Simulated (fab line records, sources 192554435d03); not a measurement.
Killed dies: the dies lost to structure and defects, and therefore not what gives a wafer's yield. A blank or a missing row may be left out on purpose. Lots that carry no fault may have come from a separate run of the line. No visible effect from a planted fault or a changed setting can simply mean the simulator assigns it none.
The same fault as seen by 3 desks    flow n5-finfet    each desk has only its own numbers; what lay behind them comes last

## AT THE TOOL OWNER'S DESK: cmp-02
The tool's own readings at N5_STI_FIN_REVEAL_CMP_04 (polishes, stops on Si3N4, t overpolish 4 s, target thk 131.83 nm): means of the sampled wafers that have a number, for each lot that ran on this tool. The brackets show how far a lot's mean lies from the usual mean; more than 4 standard deviations puts the lot out of limits, marked OUT.
Columns: A = motor-current-A at N5_STI_FIN_REVEAL_CMP_04, usual 8.0 A; B = overpolish-run-s at N5_STI_FIN_REVEAL_CMP_04, usual 4.001 s; C = pad-life-wafers at N5_STI_FIN_REVEAL_CMP_04, usual 1236; D = time-to-endpoint-s at N5_STI_FIN_REVEAL_CMP_04, usual 105 s
lot   first seen here  A    B      C     D
L209  day 3 15:19      8.0  4.000  590   101
L210  day 3 20:44      7.3  4.008  637   104
L218  day 5 21:53      7.4  4.003  1040  107
L221  day 6 15:29      7.2  4.004  1171  147 (+8.2) OUT
L222  day 6 21:38      7.7  3.995  1212  164 (+11) OUT
Finding of this desk: L221, L222 out of limits; the first was L221 at day 6 15:29, on time-to-endpoint-s at N5_STI_FIN_REVEAL_CMP_04. Within limits: L209, L210, L218.

## METROLOGY DESK
Lot by lot, what the gauges showed, no matter which tool ran the lot: averages of those sampled wafers that carry a number. The brackets show how far a lot's mean lies from the usual mean; more than 4 standard deviations puts the lot out of limits, marked OUT. It has 10 readings; the 7 that lie furthest out on some lot are the ones shown.
Columns: A = DIBL_N at N5_BEOL_M4_RC_MEAS_101, usual 36.3 mV/V; B = IOFF_N at N5_BEOL_M4_RC_MEAS_101, usual 0.16 nA/um; C = ION_N at N5_BEOL_M4_RC_MEAS_101, usual 675 uA/um; D = ION_P at N5_BEOL_M4_RC_MEAS_101, usual 464 uA/um; E = SS_N at N5_BEOL_M4_RC_MEAS_101, usual 71.5 mV/dec; F = SS_P at N5_BEOL_M4_RC_MEAS_101, usual 73.3 mV/dec; G = VT_N at N5_BEOL_M4_RC_MEAS_101, usual 250 mV
lot   first seen here  A     B     C    D    E     F     G
L205  day 8 05:31      35.3  0.14  661  458  71.1  72.7  251
L209  day 9 00:40      34.0  0.14  673  473  71.2  72.6  249
L210  day 9 06:25      38.4  0.19  694  474  71.8  74.4  247
L211  day 9 15:16      38.6  0.19  675  465  71.6  73.0  249
L213  day 9 16:55      33.8  0.14  656  449  71.4  72.9  253
L214  day 9 22:16      34.5  0.13  668  461  71.3  72.9  254
L218  day 12 21:15     37.1  0.16  681  465  72.3  73.1  250
L222  day 13 20:01     40.2  0.22  699  472  72.4  74.0  244
L221  day 14 01:24     37.9  0.16  665  456  71.6  73.9  250
Finding of this desk: none of the 9 lots has anything out of limits.

## THE DEFECT DESK
Counts from the inspections along the route, per lot, as means over the sampled wafers that have a number. The brackets show how far a lot's mean lies from the usual mean; more than 4 standard deviations puts the lot out of limits, marked OUT.
Columns: A = raw-defect-count at N5_FIN_CUT_INSPECT_17, usual 234
lot   first seen here  A
L205  day 2 14:22      272
L209  day 3 09:57      235
L210  day 3 15:37      195
L211  day 3 23:03      273
L213  day 4 10:09      280
L214  day 4 15:58      227
L218  day 5 16:41      196
L221  day 6 09:37      155
L222  day 6 16:31      253
Finding of this desk: none of the 9 lots has anything out of limits.

## TAKEN TOGETHER
An alarm could have come from the tool owner's desk at day 6 15:29, on L221, L222.
From the metrology desk's view, nothing was out of limits.
Nothing out of limits was seen by the defect desk.
The metrology desk has L221, L222 on record, within its limits.
The defect desk has L221, L222 on record, within its limits.
All the named lots went through N5_STI_FIN_REVEAL_CMP_04 on cmp-02.

## WHAT THE SIMULATOR PUT IN
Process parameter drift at N5_STI_FIN_REVEAL_CMP_04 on cmp-02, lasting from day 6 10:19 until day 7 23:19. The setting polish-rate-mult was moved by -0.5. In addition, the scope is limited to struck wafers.
Struck lots among those shown: L221, L222.
How many hours passed from the start of the fault until each desk's first out-of-limits reading: the tool owner's desk, 5.
